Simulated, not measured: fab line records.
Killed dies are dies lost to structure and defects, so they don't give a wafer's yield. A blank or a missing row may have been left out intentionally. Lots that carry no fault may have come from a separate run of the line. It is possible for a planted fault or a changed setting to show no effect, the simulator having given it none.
Chamber matching || flow n5 finfet || N5_MOL_CONTACT_COAG_ALD_133 on ald sin-02: 4 sister chambers
The step deposits SiO2, target thk 5 nm, pulse time 1 s, co reactant pulse time 1 s. 4 wafers are shown with their chamber, then 12 later ones without.

## WAFERS, EACH WITH ITS CHAMBER
{"wafer": "L082.4", "chamber": 1, "heater power w (W)": 83}
{"wafer": "L089.2", "chamber": 3, "heater power w (W)": 75}
{"wafer": "L089.4", "chamber": 0, "heater power w (W)": 78}
{"wafer": "L089.5", "chamber": 2, "heater power w (W)": 74}

## WAFERS WHOSE CHAMBER IS MISSING
{"wafer": "L090.1", "heater power w (W)": 76}
{"wafer": "L090.4", "heater power w (W)": 78}
{"wafer": "L090.6", "heater power w (W)": 73}
{"wafer": "L091.1", "heater power w (W)": 74}
{"wafer": "L091.2", "heater power w (W)": 80}
{"wafer": "L091.4", "heater power w (W)": 83}
{"wafer": "L095.1", "heater power w (W)": 74}
{"wafer": "L095.3", "heater power w (W)": 81}
{"wafer": "L095.6", "heater power w (W)": 76}
{"wafer": "L097.1", "heater power w (W)": 75}
{"wafer": "L097.4", "heater power w (W)": 81}
{"wafer": "L097.6", "heater power w (W)": 73}

## WHICH CHAMBER EACH WENT THROUGH
{"wafer": "L090.1", "from the rows above": "can't be placed: 3 or 0 or 2", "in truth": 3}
{"wafer": "L090.4", "from the rows above": 0, "in truth": 0}
{"wafer": "L090.6", "from the rows above": "can't be placed: 2 or 3", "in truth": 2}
{"wafer": "L091.1", "from the rows above": "can't be placed: 2 or 3", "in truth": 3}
{"wafer": "L091.2", "from the rows above": "can't be placed: 0 or 1", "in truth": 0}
{"wafer": "L091.4", "from the rows above": 1, "in truth": 1}
{"wafer": "L095.1", "from the rows above": "can't be placed: 2 or 3", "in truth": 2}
{"wafer": "L095.3", "from the rows above": "can't be placed: 1 or 0", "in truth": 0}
{"wafer": "L095.6", "from the rows above": "can't be placed: 3 or 0 or 2", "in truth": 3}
{"wafer": "L097.1", "from the rows above": "can't be placed: 3 or 2", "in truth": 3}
{"wafer": "L097.4", "from the rows above": "can't be placed: 1 or 0", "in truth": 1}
{"wafer": "L097.6", "from the rows above": "can't be placed: 2 or 3", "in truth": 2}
Correctly placed: 2 of 12. Cannot be placed on the basis of these rows: 10; the candidates contain the true chamber in 10. Wrongly placed: 0.
How it was worked out, from the rows above alone: a wafer's distance from a chamber is the root of the sum, over the readings, of the square of ((its reading less the chamber's mean) divided by the reading's scatter). If the next closest chamber is less than 2 further off than the closest, the wafer can't be placed; otherwise it belongs to the closest. Each chamber's mean is taken over the wafers shown for it. The scatter (one wafer shown for each chamber): square how far every hidden wafer sits from the nearest shown wafer, average those squares and take the square root.
